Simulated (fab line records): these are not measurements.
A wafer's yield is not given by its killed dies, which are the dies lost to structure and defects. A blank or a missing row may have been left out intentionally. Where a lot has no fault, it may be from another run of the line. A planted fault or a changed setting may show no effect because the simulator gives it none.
fab line records	flow n5Finfet
record: lots: 6	wafers: 18	lastDay: 18
route steps=1938 shown BEOL_M1@778 BEOL_M4@1111 PASSIVATION@1936
lots with no fault: from the same line, run without faults
startH: hours from the record's first day to the start of the lot's first wafer shown	waitH: time in hours since the lot's previous step	" the same as in the row above	L1.1+2: a single row standing in for several wafers	- no value present, or no start provided	* or withheld: withheld	< > ~ a bound
route shown NAME@n: names a module that has steps shown in the file, with the first one's number in the route	usual: average and standard deviation across the fault-free wafers	same: alike in all rows	chamber/n: place in a boat	sites: readings site by site	_std_site: standard deviation across them	_edge_site: inner sites' mean taken away from outer sites' mean	radiusMm: for every site, how far away it sits from the centre of the wafer	mask NAME#n: copy n	behind: the tool/chamber that last shaped the wafer	hold: what put the lot on hold/how long, in hours/how the hold closed	device: which transistor (n, p or np) failed to switch	end of line: the tests these same wafers got at the end of their route	a step with no rows: only its recipe	killed: count of dies lost to structure and defects at first sort (not the wafer's yield)	map: dies across one wafer; x = killed, . = not, _ = none there
set.NAME: the setting that was run; set.NAME@STEP: the one run at that earlier step	model.NAME: the simulator's own value behind a step, which no gauge read
lots at some steps of the route; a table a step, a row a wafer
services: a tool's chamber out of use, with start hour (startH, from the record's first day; less than 0 if before it), hours out, and reason
== steps ==
step: N5_BEOL_M1_COAT_68
recipe: resist: SiARC	tempC: 220	timeS: 60	spinRpm: 1500	resistThkNm: 12
step: N5_BEOL_M1_COAT_76
recipe: resist: underlayer	tempC: 205	timeS: 60	spinRpm: 1500	resistThkNm: 5
step: N5_BEOL_M1_COAT_22
recipe: resist: CAR-EUV	spinRpm: 1500	resistThkNm: 30
step: N5_BEOL_M1_EBR_24
recipe: solvent: PGMEA	ebrWidthMm: 1.5
step: N5_BEOL_M1_SOFTBAKE_23
recipe: tempC: 110	timeS: 60	resist: CAR-EUV
step: N5_BEOL_M1_EXPOSE_25
recipe: maskId: V0	na: 0.33	sourceShape: quasar	sigmaInner: 0.2	sigmaOuter: 0.8	polarization: unpolarized	defocusNm: 5	targetCdNm: 24	doseMj: 63
step: N5_BEOL_M1_PEB_26
recipe: pebTempC: 100	pebTimeS: 60	resist: CAR-EUV
step: N5_BEOL_M1_DEVELOP_27
recipe: developTimeS: 30	developer: TMAH	resist: CAR-EUV	rinseLiquid: surfactantRinse	dry: airSpin	devTempC: 23
step: N5_BEOL_M1_CD_MEAS_28
recipe: landingEnergyEv: 500	detector: seInlens	targetCdYNm: 23.3
usual: cdNm: 24.02/0.27
lot.wafer	tool	chamber	startH	waitH	cdNm
L633.3	cdSem-02	0	167.05	-	24.21
L633.4	"	0	"	"	24.17
L633.6	"	0	"	"	24.13
L637.2	cdSem-01	0	185.83	-	24.03
L637.3	"	0	"	"	24.21
L637.5	"	0	"	"	23.99
L642.1	cdSem-02	0	213.87	-	23.92
L642.3	"	0	"	"	23.74
L642.6	"	0	"	"	24.05
L645.2	cdSem-01	0	238.19	-	24.18
L645.5	"	0	"	"	23.90
L645.6	"	0	"	"	24.04
L649.2	cdSem-02	0	261.19	-	23.77
L649.3	"	0	"	"	23.72
L649.5	"	0	"	"	24.23
L650.1	cdSem-03	0	266.96	-	23.82
L650.3	"	0	"	"	24.01
L650.4	"	0	"	"	23.64
step: N5_BEOL_M1_OVL_MEAS_29
recipe: pointsPerWafer: 522
usual: V0_OVL: -0.6/0.72
lot.wafer	tool	chamber	startH	waitH	V0_OVL[nm]
L633.3	overlay-01	0	167.09	0.0	-0.6
L633.4	"	0	"	"	-0.3
L633.6	"	0	"	"	-0.4
L637.2	overlay-01	0	185.86	0.0	-0.4
L637.3	"	0	"	"	0.4
L637.5	"	0	"	"	-0.4
L642.1	overlay-02	0	213.90	0.0	-0.6
L642.3	"	0	"	"	-0.5
L642.6	"	0	"	"	-0.7
L645.2	overlay-01	0	238.22	0.0	-0.3
L645.5	"	0	"	"	0.2
L645.6	"	0	"	"	-0.3
L649.2	overlay-02	0	261.22	0.0	-1.0
L649.3	"	0	"	"	-0.9
L649.5	"	0	"	"	-0.8
L650.1	overlay-02	0	266.99	0.0	-1.1
L650.3	"	0	"	"	-0.9
L650.4	"	0	"	"	-1.3
step: N5_BEOL_M1_INSPECT_30
recipe: mode: adi	inspectInstrument: brightfield
usual: rawDefectCount: 413/95
lot.wafer	tool	chamber	startH	waitH	rawDefectCount
L633.3	defectInspect-02	-	167.13	0.0	388
L633.4	"	-	"	"	335
L633.6	"	-	"	"	369
L637.2	defectInspect-02	-	185.91	0.0	433
L637.3	"	-	"	"	494
L637.5	"	-	"	"	443
L642.1	defectInspect-02	-	213.96	0.1	345
L642.3	"	-	"	"	382
L642.6	"	-	"	"	340
L645.2	defectInspect-02	-	238.27	0.0	235
L645.5	"	-	"	"	271
L645.6	"	-	"	"	339
L649.2	defectInspect-01	-	261.27	0.0	330
L649.3	"	-	"	"	289
L649.5	"	-	"	"	287
L650.1	defectInspect-01	-	267.05	0.1	499
L650.3	"	-	"	"	544
L650.4	"	-	"	"	549
step: N5_BEOL_M1_DESCUM_33
recipe: chemistry: O2	timeS: 7	sourcePowerW: 50	biasPowerW: 20	pressureMtorr: 20	rfFrequencyHz: 2.712e+07	tempC: 40	resist: CAR-EUV	o2FlowSccm: 225
usual: drypumpMotorCurrentA: 5.9/0.33	oesProductAu: 0.79/0.096	rfFwdPowerW: 49.41/0.23	rfVppV: 242.5/1.4	showerheadPlenumPTorr: 2.05/0.07	throttleValvePct: 20.43/0.24
lot.wafer	tool	chamber	startH	waitH	drypumpMotorCurrentA	oesProductAu	rfFwdPowerW	rfHoursCounterH	rfVppV	showerheadPlenumPTorr	throttleValvePct
L633.3	rieDiel-04	3	167.17	0.0	5.6	0.79	48.95	110	239.9	1.95	20.22
L633.4	"	2	"	"	6.1	0.69	49.42	244	244.3	2.13	20.65
L633.6	"	2	"	"	6.0	0.69	49.26	-	243.5	2.13	20.66
L637.2	rieDiel-03	3	186.10	0.2	5.5	0.70	49.43	237	241.6	1.97	20.23
L637.3	"	0	"	"	5.9	0.88	49.39	35	245.1	2.13	20.58
L637.5	"	1	"	"	5.6	0.73	48.93	-	239.5	2.00	20.79
L642.1	rieDiel-03	2	213.99	0.0	6.6	0.99	49.51	2	243.7	2.08	20.10
L642.3	"	3	"	"	5.5	0.68	49.35	248	240.9	1.97	20.24
L642.6	"	0	"	"	5.9	0.86	49.23	-	243.6	2.13	20.59
L645.2	rieDiel-03	1	238.31	0.0	5.6	0.71	49.22	208	240.7	1.99	20.78
L645.5	"	0	"	"	5.9	0.84	49.40	-	243.1	2.12	20.59
L645.6	"	1	"	"	5.6	0.72	49.14	-	241.3	1.99	20.81
L649.2	rieDiel-06	2	261.31	0.0	5.9	0.91	49.34	13	244.3	2.11	19.98
L649.3	"	3	"	"	6.0	0.75	49.47	154	241.5	2.02	20.60
L649.5	"	1	"	"	6.2	0.86	49.65	-	242.8	2.04	20.54
L650.1	rieDiel-06	1	267.09	0.0	6.2	0.87	49.52	56	241.3	2.04	20.55
L650.3	"	2	"	"	5.9	0.91	49.38	15	244.0	2.11	20.00
L650.4	"	0	"	"	5.5	0.97	49.86	1	243.8	2.23	20.10
step: N5_BEOL_M1_ETCH_77
recipe: chemistry: N2/H2	target: underlayer	targetDepthA: 65	maskMaterial: CAR-EUV	timeS: 5.2	ionEnergyEv: 200	pressureMtorr: 30	sourceW: 840	biasW: 150	n2FlowSccm: 200	h2FlowSccm: 200	ends: cleared
usual: drypumpMotorCurrentA: 5.9/0.33	etchRfOnTimeS: 5.15/0.16	n2FlowSccm: 200.0/0.6	oesProductAu: 0.68/0.082	rfFwdPowerW: 819.2/2.7	rfVppV: 522.5/2.8	showerheadPlenumPTorr: 2.48/0.089	throttleValvePct: 17.81/0.26
lot.wafer	tool	chamber	startH	waitH	drypumpMotorCurrentA	etchRfOnTimeS	n2FlowSccm	oesProductAu	rfFwdPowerW	rfHoursCounterH	rfVppV	showerheadPlenumPTorr	throttleValvePct
L633.3	rieDiel-04	3	167.20	0.0	5.7	5.20	199.2	0.67	819.2	110	521.1	2.35	17.50
L633.4	"	2	"	"	6.1	5.31	200.2	0.58	823.0	244	525.4	2.61	18.10
L633.6	"	2	"	"	6.1	5.35	200.2	0.59	816.9	-	525.4	2.61	18.08
L637.2	rieDiel-03	3	186.14	0.0	5.5	5.23	198.8	0.60	818.6	237	521.6	2.40	17.74
L637.3	"	0	"	"	5.8	4.92	200.2	0.76	820.0	35	525.0	2.58	18.02
L637.5	"	1	"	"	5.5	5.01	200.1	0.64	819.1	-	519.5	2.41	18.08
L642.1	rieDiel-03	2	214.03	0.0	6.6	5.15	199.8	0.84	818.6	2	521.6	2.48	17.15
L642.3	"	3	"	"	5.5	3.49	200.1	0.75	819.5	248	520.3	2.39	17.80
L642.6	"	0	"	"	5.8	4.91	199.5	0.76	821.5	-	525.3	2.58	18.05
L645.2	rieDiel-03	1	238.34	0.0	5.6	5.03	200.3	0.62	818.0	208	521.4	2.41	18.15
L645.5	"	0	"	"	5.8	3.31	199.8	0.93	822.7	-	523.7	2.58	18.14
L645.6	"	1	"	"	5.6	5.00	199.8	0.63	821.6	-	518.0	2.41	18.18
L649.2	rieDiel-06	2	261.34	0.0	5.9	5.20	200.0	0.78	817.1	13	526.6	2.61	17.59
L649.3	"	3	"	"	5.9	5.21	200.0	0.63	822.0	154	521.6	2.42	17.82
L649.5	"	1	"	"	6.2	5.11	200.1	0.73	815.7	-	521.0	2.48	17.96
L650.1	rieDiel-06	1	267.12	0.0	6.2	5.00	200.5	0.72	819.2	56	522.8	2.48	17.97
L650.3	"	2	"	"	5.9	5.09	200.7	0.76	826.1	15	523.8	2.61	17.58
L650.4	"	0	"	"	5.5	4.81	199.5	0.87	820.8	1	530.4	2.70	17.50
step: N5_BEOL_M1_ETCH_69
recipe: chemistry: CF4	target: SiARC	targetDepthA: 156	maskMaterial: CAR-EUV	timeS: 26	ionEnergyEv: 80	pressureMtorr: 40	sourceW: 545	biasW: 36	Ar_flow_sccm: 100	cf4FlowSccm: 100	ends: cleared
usual: drypumpMotorCurrentA: 5.9/0.33	etchRfOnTimeS: 25.7/0.76	oesProductAu: 0.68/0.082	rfFwdPowerW: 532.2/2.2	rfVppV: 183.6/1.2	showerheadPlenumPTorr: 2.11/0.069	throttleValvePct: 15.62/0.22
lot.wafer	tool	chamber	startH	waitH	drypumpMotorCurrentA	etchRfOnTimeS	oesProductAu	rfFwdPowerW	rfHoursCounterH	rfVppV	showerheadPlenumPTorr	throttleValvePct
L633.3	rieDiel-04	3	167.22	0.0	5.6	26.1	0.68	533.3	110	182.1	2.00	15.30
L633.4	"	2	"	"	6.1	27.0	0.58	533.4	244	186.3	2.20	15.96
L633.6	"	2	"	"	6.1	27.1	0.58	531.8	-	183.9	2.20	15.95
L637.2	rieDiel-03	3	186.16	0.0	5.5	25.8	0.59	527.9	237	181.5	2.03	15.54
L637.3	"	0	"	"	5.9	24.4	0.77	532.4	35	185.7	2.19	15.71
L637.5	"	1	"	"	5.6	25.0	0.64	534.0	-	184.9	2.05	15.91
L642.1	rieDiel-03	2	214.05	0.0	6.5	25.9	0.85	531.5	2	181.2	2.11	15.15
L642.3	"	3	"	"	5.5	26.3	0.58	532.0	248	183.2	2.03	15.57
L642.6	"	0	"	"	5.9	24.7	0.74	532.4	-	185.2	2.18	15.73
L645.2	rieDiel-03	1	238.36	0.0	5.6	25.3	0.63	530.4	208	184.2	2.05	15.93
L645.5	"	0	"	"	5.8	24.8	0.74	531.6	-	185.1	2.18	15.74
L645.6	"	1	"	"	5.6	25.2	0.63	532.3	-	183.3	2.05	15.94
L649.2	rieDiel-06	2	261.36	0.0	5.9	26.3	0.78	530.2	13	185.9	2.19	15.30
L649.3	"	3	"	"	6.0	26.1	0.63	534.5	154	181.4	2.08	15.76
L649.5	"	1	"	"	6.2	25.9	0.73	531.4	-	182.3	2.09	15.65
L650.1	rieDiel-06	1	267.14	0.0	6.2	25.5	0.74	534.4	56	183.5	2.09	15.66
L650.3	"	2	"	"	5.9	26.2	0.76	530.8	15	184.6	2.19	15.28
L650.4	"	0	"	"	5.5	24.8	0.84	536.7	1	185.5	2.29	15.32
step: N5_BEOL_M4_RC_MEAS_101
usual: DIBL_N: 37.4/2.1	DIBL_P: 37.8/2.5	IOFF_N: 0.19/0.045	IOFF_P: 0.24/0.05	ION_N: 682/16	ION_P: 467/11	SS_N: 71.9/0.67	SS_P: 73.6/0.76	VT_N: 247/3.6	VT_P: -248/3.6
lot.wafer	tool	chamber	startH	waitH	DIBL_N[mV/V]	DIBL_P[mV/V]	IOFF_N[nA/um]	IOFF_P[nA/um]	ION_N[uA/um]	ION_P[uA/um]	SS_N[mV/dec]	SS_P[mV/dec]	VT_N[mV]	VT_P[mV]
L633.3	prober-02	0	212.78	0.3	35.2	37.9	0.16	0.23	687	483	71.8	73.0	248	-249
L633.4	"	0	"	"	39.3	40.2	0.25	0.25	679	455	72.5	74.0	244	-247
L633.6	"	0	"	"	36.9	39.5	0.19	0.25	690	472	72.3	74.2	246	-248
L637.2	prober-01	0	232.00	0.2	40.7	40.8	0.25	0.30	703	470	73.0	74.4	242	-244
L637.3	"	0	"	"	38.9	39.9	0.24	0.29	713	481	72.3	74.1	243	-247
L637.5	"	0	"	"	39.6	40.2	0.24	0.29	703	477	72.3	73.9	244	-244
L642.1	prober-01	0	261.29	0.0	38.6	36.9	0.18	0.22	676	465	73.1	73.8	249	-252
L642.3	"	0	"	"	39.5	38.3	0.22	0.26	673	466	72.5	74.4	247	-247
L642.6	"	0	"	"	38.3	37.5	0.19	0.22	682	459	72.0	74.0	247	-252
L645.2	prober-02	0	284.82	0.2	38.0	38.6	0.17	0.24	683	465	71.3	72.7	250	-248
L645.5	"	0	"	"	40.6	39.9	0.23	0.26	672	455	72.6	73.7	247	-250
L645.6	"	0	"	"	41.1	42.3	0.26	0.31	700	478	72.8	74.1	243	-246
L649.2	prober-01	0	316.12	0.2	37.0	38.4	0.17	0.23	679	464	71.7	73.8	248	-248
L649.3	"	0	"	"	35.5	35.8	0.15	0.20	670	452	71.1	73.6	250	-252
L649.5	"	0	"	"	35.0	34.6	0.14	0.19	664	447	71.2	72.7	249	-251
L650.1	prober-02	0	329.94	0.0	39.5	39.0	0.24	0.27	690	469	73.6	73.9	246	-248
L650.3	"	0	"	"	34.4	33.8	0.12	0.18	667	463	71.6	72.9	252	-249
L650.4	"	0	"	"	37.3	38.7	0.20	0.29	689	480	72.7	74.2	243	-243
step: N5_PASSIVATION_PROBE_49
usual: defectLimitedYield: 90.9/1.6	killed_at_M0_to_M3: 34/10	killed_at_M4_up: 13/5.4	killedAtContacts: 13/6	killedAtFrontEnd: 42/13	killedAtOther: 4/3.2	killedDies: 107/18	killedOpen: 69/14	killedShort: 35/7.7	sort_bin_4_leakage: 0.02/0.17	sort_bin_5_function: 5.3/1	sort_bin_6_memory: 3.3/0.75	sortNPass: 1073/19	sortYieldPct: 90.9/1.6
same: grossDies: 1180	killedAtBackSide: 0	sort_bin_8_speed[%]: 0
lot.wafer	tool	chamber	startH	waitH	defectLimitedYield[%]	killed_at_M0_to_M3	killed_at_M4_up	killedAtContacts	killedAtFrontEnd	killedAtOther	killedDies	killedOpen	killedShort	sort_bin_4_leakage[%]	sort_bin_5_function[%]	sort_bin_6_memory[%]	sortNPass	sortYieldPct[%]
L633.3	prober-01	-	304.97	0.1	92.4	37	8	9	33	3	90	58	26	0	3.8	3.4	1090	92.4
L633.4	prober-01	-	305.02	0.2	91.9	28	11	17	38	1	95	66	28	0	5.0	2.3	1085	91.9
L633.6	prober-01	-	305.12	0.3	92.0	25	14	11	42	2	94	60	30	0	4.5	3.0	1086	92.0
L642.6	prober-02	-	357.32	0.3	90.0	28	18	7	58	7	118	67	37	0	6.9	2.8	1062	90.0
L645.2	prober-02	-	407.83	0.1	90.9	22	16	22	47	0	107	60	30	0	4.3	3.2	1073	90.9
L645.5	prober-02	-	407.98	0.2	93.2	39	7	5	25	4	80	47	32	0	3.6	3.0	1100	93.2
L645.6	prober-02	-	408.03	0.3	92.0	27	16	11	40	0	94	61	22	0.34	5.2	2.5	1082	91.7
killed by level:class
L633.3 STI_FIN_REVEAL:geometricParticle:open=8 BEOL_M3:geometricParticle:open=8 BEOL_M0_SAQP:geometricParticle:short=8 BEOL_M2:geometricParticle:open=8 MOL_CONTACT_COAG:geometricParticle:open=6 FIN_SAQP:geometricParticle:open=5 BEOL_M1:geometricParticle:open=5 FIN_CUT:areaEtch=5
L633.4 MOL_CONTACT_COAG:geometricParticle:open=16 FIN_SAQP:geometricParticle:short=11 BEOL_M1:geometricParticle:open=10 FIN_SAQP:geometricParticle:open=8 BEOL_M4:geometricParticle:open=7 BEOL_M0_SAQP:geometricParticle:open=6 STI_FIN_REVEAL:geometricParticle:open=4 DUMMY_GATE:geometricParticle:open=4
L633.6 FIN_SAQP:geometricParticle:short=12 STI_FIN_REVEAL:geometricParticle:open=10 MOL_CONTACT_COAG:geometricParticle:open=9 BEOL_M2:geometricParticle:open=9 FIN_SAQP:geometricParticle:open=8 DUMMY_GATE:geometricParticle:open=4 BEOL_M0_SAQP:geometricParticle:short=4 BEOL_M1:geometricParticle:open=4
L642.6 FIN_CUT:areaEtch=12 STI_FIN_REVEAL:geometricParticle:open=11 DUMMY_GATE:geometricParticle:open=11 BEOL_M2:geometricParticle:open=9 DUMMY_GATE:geometricParticle:short=7 BEOL_M4:geometricParticle:open=7 BEOL_M0_SAQP:geometricParticle:short=5 FIN_SAQP:geometricParticle:open=4
L645.2 MOL_CONTACT_COAG:geometricParticle:open=14 HKMG_FIN:areaEtch=12 STI_FIN_REVEAL:geometricParticle:open=9 MOL_CONTACT_COAG:geometricParticle:short=8 DUMMY_GATE:geometricParticle:open=7 FIN_SAQP:geometricParticle:short=6 BEOL_M1:geometricParticle:open=6 BEOL_M3:geometricParticle:open=5
L645.5 BEOL_M0_SAQP:geometricParticle:short=12 BEOL_M1:geometricParticle:open=10 BEOL_M0_SAQP:geometricParticle:open=8 DUMMY_GATE:geometricParticle:open=5 BEOL_M2:geometricParticle:open=5 FIN_SAQP:geometricParticle:open=4 FIN_SAQP:geometricParticle:short=4 MOL_CONTACT_COAG:geometricParticle:open=4
L645.6 BEOL_M3:geometricParticle:open=14 FIN_CUT:areaEtch=11 MOL_CONTACT_COAG:geometricParticle:open=9 FIN_SAQP:geometricParticle:open=7 STI_FIN_REVEAL:geometricParticle:open=7 BEOL_M4:geometricParticle:open=7 BEOL_M1:geometricParticle:open=7 GATE_CUT:geometricParticle:short=5
== services ==
tool	chamber	startH	hours	kind
rieDiel-04	2	157.46	2.1	repair
rieDiel-03	2	175.53	-	clean
rieDiel-03	2	175.53	-	consumableReplace:focusRing
rieDiel-03	2	175.53	31.8	scheduledDown
rieDiel-03	2	175.53	31.8	ventCycle
rieDiel-06	2	178.37	10.6	repair
rieDiel-04	2	189.35	-	clean
rieDiel-06	-	201.59	2.8	pm
rieDiel-04	0	209.83	5.8	repair
rieDiel-06	2	213.54	-	clean
rieDiel-06	2	213.54	-	consumableReplace:focusRing
rieDiel-06	2	213.54	13.1	scheduledDown
rieDiel-06	2	213.54	13.1	ventCycle
rieDiel-03	3	233.72	-	clean
rieDiel-03	3	233.72	-	consumableReplace:focusRing
rieDiel-03	3	233.72	-	consumableReplace:showerhead
rieDiel-03	3	233.72	11.9	scheduledDown
rieDiel-03	3	233.72	11.9	ventCycle
rieDiel-06	0	242.41	-	clean
rieDiel-06	0	242.41	-	consumableReplace:focusRing
rieDiel-06	0	242.41	-	consumableReplace:showerhead
rieDiel-06	0	242.41	21.1	scheduledDown
rieDiel-06	0	242.41	21.1	ventCycle
rieDiel-04	0	250.43	17.9	repair
== key ==
firstSign: step: N5_BEOL_M1_ETCH_77	reading: etchRfOnTimeS	direction: down	sigmas: 11	usual: *	struck: *
effect none on later readings
metAt N5_BEOL_M1_ETCH_77
struckWafers L642.3,L645.5
baselineLoss: step: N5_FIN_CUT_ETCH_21	wafers: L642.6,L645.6
baselineLoss: step: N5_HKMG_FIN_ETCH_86	wafers: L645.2
onsetBetween 186.14 214.03
fault: kind: processParameterDrift	tool: rieDiel-03	chamber: -	onsetH: 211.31	steps: N5_BEOL_M1_ETCH_77	channel: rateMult	offset: 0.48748	shape: step	endH: 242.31	scope: struckWafersOnly
baselineLoss: these wafers lose ten dies or more at that step, a loss of the line's own and not of a fault; the sort's usual values leave them out
